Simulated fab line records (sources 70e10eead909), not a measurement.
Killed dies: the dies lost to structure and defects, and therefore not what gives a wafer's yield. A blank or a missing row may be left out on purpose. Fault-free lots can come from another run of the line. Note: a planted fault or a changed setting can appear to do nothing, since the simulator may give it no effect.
Matching of chambers || flow nand_harc || rie_diel-03 running NHARC_A_BLC_ETCH_16: 4 sister chambers
The step etches the open film in CF4, target depth 39 nm, time 65 s. 16 wafers are shown with their chamber, then 8 later ones without.

## WAFERS PAIRED WITH THEIR CHAMBERS
{"wafer": "L075.3", "chamber": 1, "drypump_motor_current_A (A)": 5.9, "showerhead_plenum_p_Torr (Torr)": 1.72, "oes_product_au (a.u.)": 0.985}
{"wafer": "L075.4", "chamber": 0, "drypump_motor_current_A (A)": 5.7, "showerhead_plenum_p_Torr (Torr)": 1.82, "oes_product_au (a.u.)": 1.013}
{"wafer": "L075.6", "chamber": 0, "drypump_motor_current_A (A)": 5.7, "showerhead_plenum_p_Torr (Torr)": 1.82, "oes_product_au (a.u.)": 1.016}
{"wafer": "L075.1", "chamber": 2, "drypump_motor_current_A (A)": 6.5, "showerhead_plenum_p_Torr (Torr)": 1.77, "oes_product_au (a.u.)": 0.982}
{"wafer": "L075.2", "chamber": 3, "drypump_motor_current_A (A)": 5.4, "showerhead_plenum_p_Torr (Torr)": 1.82, "oes_product_au (a.u.)": 1.005}
{"wafer": "L075.5", "chamber": 1, "drypump_motor_current_A (A)": 5.9, "showerhead_plenum_p_Torr (Torr)": 1.72, "oes_product_au (a.u.)": 0.983}
{"wafer": "L089.1", "chamber": 0, "drypump_motor_current_A (A)": 5.7, "showerhead_plenum_p_Torr (Torr)": 1.81, "oes_product_au (a.u.)": 0.998}
{"wafer": "L089.3", "chamber": 2, "drypump_motor_current_A (A)": 6.6, "showerhead_plenum_p_Torr (Torr)": 1.77, "oes_product_au (a.u.)": 0.995}
{"wafer": "L089.4", "chamber": 1, "drypump_motor_current_A (A)": 5.9, "showerhead_plenum_p_Torr (Torr)": 1.72, "oes_product_au (a.u.)": 0.991}
{"wafer": "L089.2", "chamber": 3, "drypump_motor_current_A (A)": 5.4, "showerhead_plenum_p_Torr (Torr)": 1.82, "oes_product_au (a.u.)": 0.998}
{"wafer": "L089.5", "chamber": 1, "drypump_motor_current_A (A)": 5.9, "showerhead_plenum_p_Torr (Torr)": 1.72, "oes_product_au (a.u.)": 0.991}
{"wafer": "L089.6", "chamber": 2, "drypump_motor_current_A (A)": 6.6, "showerhead_plenum_p_Torr (Torr)": 1.77, "oes_product_au (a.u.)": 0.995}
{"wafer": "L090.1", "chamber": 3, "drypump_motor_current_A (A)": 5.4, "showerhead_plenum_p_Torr (Torr)": 1.82, "oes_product_au (a.u.)": 0.993}
{"wafer": "L090.3", "chamber": 1, "drypump_motor_current_A (A)": 5.9, "showerhead_plenum_p_Torr (Torr)": 1.72, "oes_product_au (a.u.)": 0.997}
{"wafer": "L090.4", "chamber": 2, "drypump_motor_current_A (A)": 6.6, "showerhead_plenum_p_Torr (Torr)": 1.77, "oes_product_au (a.u.)": 0.993}
{"wafer": "L090.2", "chamber": 0, "drypump_motor_current_A (A)": 5.7, "showerhead_plenum_p_Torr (Torr)": 1.81, "oes_product_au (a.u.)": 1.001}

SIGNATURES, as means of the wafers listed above
{"reading": "drypump_motor_current_A", "chamber 0": 5.700, "chamber 1": 5.900, "chamber 2": 6.575, "chamber 3": 5.400, "scatter within a chamber": 0.025}
{"reading": "showerhead_plenum_p_Torr", "chamber 0": 1.8150, "chamber 1": 1.7200, "chamber 2": 1.7700, "chamber 3": 1.8200, "scatter within a chamber": 0.00289}
{"reading": "oes_product_au", "chamber 0": 1.00700, "chamber 1": 0.98940, "chamber 2": 0.99125, "chamber 3": 0.99867, "scatter within a chamber": 0.00675}
Rule: a wafer's distance from a chamber is the root of the sum, over the readings, of the square of ((its reading less the chamber's mean) divided by the reading's scatter). The wafer belongs to the nearest chamber; if the next one is less than 2 further off, it can't be placed. The scatter: the root of (the sum of the squares of (reading less its chamber's mean) over the shown wafers, divided by (wafers less chambers)).

## WAFERS MISSING THEIR CHAMBER
{"wafer": "L090.5", "drypump_motor_current_A (A)": 5.9, "showerhead_plenum_p_Torr (Torr)": 1.72, "oes_product_au (a.u.)": 1.002}
{"wafer": "L090.6", "drypump_motor_current_A (A)": 6.6, "showerhead_plenum_p_Torr (Torr)": 1.77, "oes_product_au (a.u.)": 0.984}
{"wafer": "L093.1", "drypump_motor_current_A (A)": 5.7, "showerhead_plenum_p_Torr (Torr)": 1.81, "oes_product_au (a.u.)": 1.001}
{"wafer": "L093.4", "drypump_motor_current_A (A)": 5.4, "showerhead_plenum_p_Torr (Torr)": 1.82, "oes_product_au (a.u.)": 1.017}
{"wafer": "L093.6", "drypump_motor_current_A (A)": 5.4, "showerhead_plenum_p_Torr (Torr)": 1.82, "oes_product_au (a.u.)": 1.015}
{"wafer": "L094.1", "drypump_motor_current_A (A)": 6.6, "showerhead_plenum_p_Torr (Torr)": 1.76, "oes_product_au (a.u.)": 0.983}
{"wafer": "L094.2", "drypump_motor_current_A (A)": 5.7, "showerhead_plenum_p_Torr (Torr)": 1.81, "oes_product_au (a.u.)": 0.992}
{"wafer": "L094.5", "drypump_motor_current_A (A)": 5.4, "showerhead_plenum_p_Torr (Torr)": 1.82, "oes_product_au (a.u.)": 0.990}

## CHAMBER TAKEN BY EACH
{"wafer": "L090.5", "from the rows above": 1, "in truth": 1}
{"wafer": "L090.6", "from the rows above": 2, "in truth": 2}
{"wafer": "L093.1", "from the rows above": 0, "in truth": 0}
{"wafer": "L093.4", "from the rows above": 3, "in truth": 3}
{"wafer": "L093.6", "from the rows above": 3, "in truth": 3}
{"wafer": "L094.1", "from the rows above": 2, "in truth": 2}
{"wafer": "L094.2", "from the rows above": 0, "in truth": 0}
{"wafer": "L094.5", "from the rows above": 3, "in truth": 3}
8 of 8 placed correctly. Left unplaced by these rows: 0. Number placed wrongly: 0.
